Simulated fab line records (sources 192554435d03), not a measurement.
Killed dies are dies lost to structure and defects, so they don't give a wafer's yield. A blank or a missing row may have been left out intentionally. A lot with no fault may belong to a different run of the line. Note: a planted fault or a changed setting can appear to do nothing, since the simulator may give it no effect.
Comparing a struck lot with a sound one / flow n5Finfet / 40 steps out of a route of 1938
Sound: the wafers L659.1, L659.3, L659.4. Struck: wafer L678.6. (L678.3, L678.5 of the same lot were not struck and are left out.) The cause comes at the end.
At each step with rows: each side's tool, then ch and its chambers, then its first start. Under that, the readings that differ: sound wafers / struck wafers / difference of the means / sigmas: that difference in standard deviations of wafers without a fault.
alike: readings with means less than 2 such deviations apart, plus words and numbers identical on both sides. not compared: withheld readings, readings lacking a value on some wafer, bounds such as >300 that could conceal the same value, and numbers that have no deviation in the record and whose values overlap.
The two part at a step that has a row with sigmas, a row that says differs or no value, or rows on one side only. Numbers that have no deviation but don't overlap get no sigmas and don't part them. A reading missing from all wafers of one side parts the sides only when that side holds two or more wafers.

first, 11 steps without rows for these wafers: N5_HKMG_FIN_STRIP_60 (strips in N2/H2, time 360 s); N5_HKMG_FIN_WET_ETCH_77 (etches La2O3 in dHCl, stops on HfO2, target depth 2 nm); N5_HKMG_FIN_WET_ETCH_78 (etches Al2O3 in dNH4OH, stops on La2O3, target depth 4.5 nm, rinse time 30 s); N5_HKMG_FIN_ALD_79 (deposits TiN, target thk 1.5 nm, pulse time 1 s, purge time 3 s); N5_HKMG_FIN_CVD_62 (deposits a-Si from Si2H6, target thk 3 nm, time 20.8 s); N5_HKMG_FIN_RTA_80 (time 2 s); N5_HKMG_FIN_PRECLEAN_64 (cleans in dHF, time 30 s); N5_HKMG_FIN_WET_ETCH_65 (etches a-Si in TMAH, stops on TiN, time 49 s, target depth 3 nm); N5_HKMG_FIN_WET_ETCH_81 (etches TiN in SC1, stops on HfO2, time 57 s, target depth 6 nm); N5_HKMG_FIN_WET_ETCH_82 (etches La2O3 in dHCl, stops on HfO2, target depth 2 nm, rinse time 30 s); N5_HKMG_FIN_ALD_36 (deposits TiN, target thk 1 nm, pulse time 1 s, purge time 3 s).
N5_HKMG_FIN_PWFM_ALD_03: deposits TiN, target thk 2 nm, pulse time 1 s, purge time 3 s.
  sound on aldMetal-02 ch 1,2,3, day 4 12:01; struck on aldMetal-04 ch 1, day 9 02:02
reading=aldCycles; sound=91 91 91; struck=98; difference=+7; sigmas=
  alike: chamberPressureTorr, heaterPowerW, precursorPulseHeightRel, susceptorTempC
then, 26 steps without rows for these wafers: N5_HKMG_FIN_COAT_29 (time 60 s, resist thk 300 nm); N5_HKMG_FIN_COAT_30 (time 60 s, resist thk 35 nm); N5_HKMG_FIN_COAT_06 (resist thk 90 nm); N5_HKMG_FIN_EBR_08; N5_HKMG_FIN_SOFTBAKE_07 (time 60 s); N5_HKMG_FIN_EXPOSE_09 (exposes mask NWFM); N5_HKMG_FIN_PEB_10 (peb time 60 s); N5_HKMG_FIN_DEVELOP_11 (develop time 30 s); N5_HKMG_FIN_DESCUM_17 (chemistry O2, time 7.9 s); N5_HKMG_FIN_ETCH_31 (etches SiARC in CF4, target depth 45.5 nm, time 75.8 s); N5_HKMG_FIN_ETCH_32 (etches SOC in N2/H2, target depth 240 nm, time 300 s); N5_HKMG_FIN_STRIP_33 (strips in N2/H2); N5_HKMG_FIN_STRIP_34 (strips in CF4); N5_HKMG_FIN_ETCH_35 (etches SOC in N2/H2, target depth 215.8 nm, time 243.4 s); N5_HKMG_FIN_STRIP_92 (strips SOC in N2/H2, time 20 s); N5_HKMG_FIN_WET_ETCH_18 (etches TiN in SC1, time 55 s, target depth 5.2 nm, rinse time 30 s); N5_HKMG_FIN_STRIP_19 (strips in N2/H2, time 360 s); N5_HKMG_FIN_ALD_91 (deposits TiN, target thk 1 nm, pulse time 1 s, purge time 3 s); N5_HKMG_FIN_COAT_85 (time 60 s, resist thk 300 nm); N5_HKMG_FIN_ETCH_86 (etches SOC in N2/H2, stops on TiN, target depth 393.2 nm); N5_HKMG_FIN_STRIP_89 (strips SOC in N2/H2, time 20 s); N5_HKMG_FIN_WET_ETCH_87 (etches TiN in SC1, time 154.2 s, target depth 4.7 nm, rinse time 30 s); N5_HKMG_FIN_STRIP_88 (strips in N2/H2, time 360 s); N5_HKMG_FIN_NWFM_ALD_20 (deposits TiAlC, target thk 2 nm, pulse time 3 s, purge time 2 s); N5_HKMG_FIN_ALD_71 (deposits TiN, target thk 1 nm, pulse time 1 s, purge time 3 s); N5_HKMG_FIN_COAT_66 (time 60 s, resist thk 300 nm).
-- record jumps: 6 days separate the struck wafers' starts on either side; left off in module HKMG_FIN, taken up again in module BEOL_M4, whose first shown step is the route's number 1111 --
N5_BEOL_M4_RC_MEAS_101:
  sound on prober-02 ch 0, day 9 21:07; struck on prober-02 ch 0, day 15 09:49
reading=ION_P (uA/um); sound=461 462 467; struck=487; difference=+24; sigmas=+3
reading=VT_P (mV); sound=-250.6 -245.9 -248.1; struck=-240.7; difference=+7.5; sigmas=+3
reading=VT_P_LONG (mV); sound=-273.7 -273.6 -273.8; struck=-266.8; difference=+6.9; sigmas=+3
reading=VT_P_LVT (mV); sound=-100.3 -95.3 -97.4; struck=-90.9; difference=+6.8; sigmas=+3
  alike: DIBL_N, DIBL_P, IOFF_N, IOFF_P, ION_N, SS_N, SS_P, VT_N
-- the record jumps here: 4 days lie between the struck wafers' starts before and after (it left off in module BEOL_M4 and takes up again in module PASSIVATION, whose first step shown is number 1936 of the route) --
N5_PASSIVATION_PROBE_49:
  sound on prober-02 at day 14 15:26; struck on prober-02 at day 19 21:28
  alike: defectLimitedYield, killed_at_M0_to_M3, killed_at_M4_up, killedAtContacts, killedAtFrontEnd, killedAtOther, killedDies, killedOpen, killedShort, sort_bin_4_leakage, sort_bin_5_function, sort_bin_6_memory, sortNPass, sortYieldPct

## WHERE THEY PART
N5_BEOL_M4_RC_MEAS_101 only, going by this record. Later steps at which nothing parts them and some readings are alike: N5_PASSIVATION_PROBE_49.

WHY: the cause the simulator had injected
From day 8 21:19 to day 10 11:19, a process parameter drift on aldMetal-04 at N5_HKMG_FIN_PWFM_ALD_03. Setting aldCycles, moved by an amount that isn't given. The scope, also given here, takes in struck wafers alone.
